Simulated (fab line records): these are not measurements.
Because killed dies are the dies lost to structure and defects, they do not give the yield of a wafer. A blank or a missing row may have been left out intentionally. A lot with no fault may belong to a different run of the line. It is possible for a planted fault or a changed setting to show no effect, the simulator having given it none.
Chamber matching ; flow n5-finfet ; N5_FIN_CUT_ETCH_21 on rie-diel-05 has 4 sister chambers
The step etches SOC in N2/H2, target depth 219 nm, overetch 43.8 nm, time 523.5 s. 18 wafers are shown with their chamber, then 9 later ones without.

EACH WAFER AND ITS CHAMBER
wafer;chamber;showerhead-plenum-p-Torr (Torr);drypump-motor-current-A (A);throttle-valve-pct (%)
L076.1;3;2.65;5.6;17.85
L076.2;1;2.43;5.7;18.18
L076.5;0;2.69;5.9;17.63
L078.3;2;2.64;5.6;17.73
L078.5;2;2.64;5.6;17.74
L078.6;3;2.65;5.7;17.86
L081.1;1;2.43;5.7;18.20
L081.2;2;2.64;5.6;17.74
L081.3;0;2.69;5.9;17.66
L082.1;3;2.64;5.6;17.88
L082.3;2;2.64;5.6;17.76
L082.6;3;2.64;5.6;17.90
L087.2;0;2.68;5.9;17.66
L087.3;1;2.43;5.7;18.22
L087.4;3;2.64;5.6;17.90
L090.1;0;2.68;5.9;17.68
L090.2;3;2.64;5.6;17.90
L090.3;2;2.63;5.6;17.76

SIGNATURES (means of the wafers above)
reading;chamber 0;chamber 1;chamber 2;chamber 3;scatter within a chamber
showerhead-plenum-p-Torr;2.6850;2.4300;2.6380;2.6433;0.00473
drypump-motor-current-A;5.900;5.700;5.600;5.617;0.0244
throttle-valve-pct;17.6575;18.2000;17.7460;17.8817;0.0194
Rule: a wafer lies at a distance from a chamber equal to the root of the sum of squares, over the readings, of (its reading less the chamber's mean, divided by the reading's scatter). The wafer belongs to the nearest chamber; if the next one is less than 2 further off, it can't be placed. The scatter: take each reading less its chamber's mean, square it, sum over the shown wafers, divide by the number of wafers less the number of chambers, and take the root.

WAFERS MISSING THEIR CHAMBER
wafer;showerhead-plenum-p-Torr (Torr);drypump-motor-current-A (A);throttle-valve-pct (%)
L092.1;2.68;5.9;17.68
L092.2;2.64;5.6;17.93
L092.3;2.42;5.7;18.24
L092.4;2.63;5.6;17.77
L092.5;2.42;5.7;18.24
L092.6;2.63;5.6;17.77
L093.1;2.68;5.9;17.68
L093.3;2.64;5.6;17.91
L093.5;2.64;5.6;17.91

WHICH CHAMBER EACH WENT THROUGH
wafer;from the rows above;in truth
L092.1;0;0
L092.2;3;3
L092.3;1;1
L092.4;2;2
L092.5;1;1
L092.6;2;2
L093.1;0;0
L093.3;3;3
L093.5;3;3
Correctly placed: 9 of 9. Number that these rows cannot place: 0. Wrongly placed: 0.
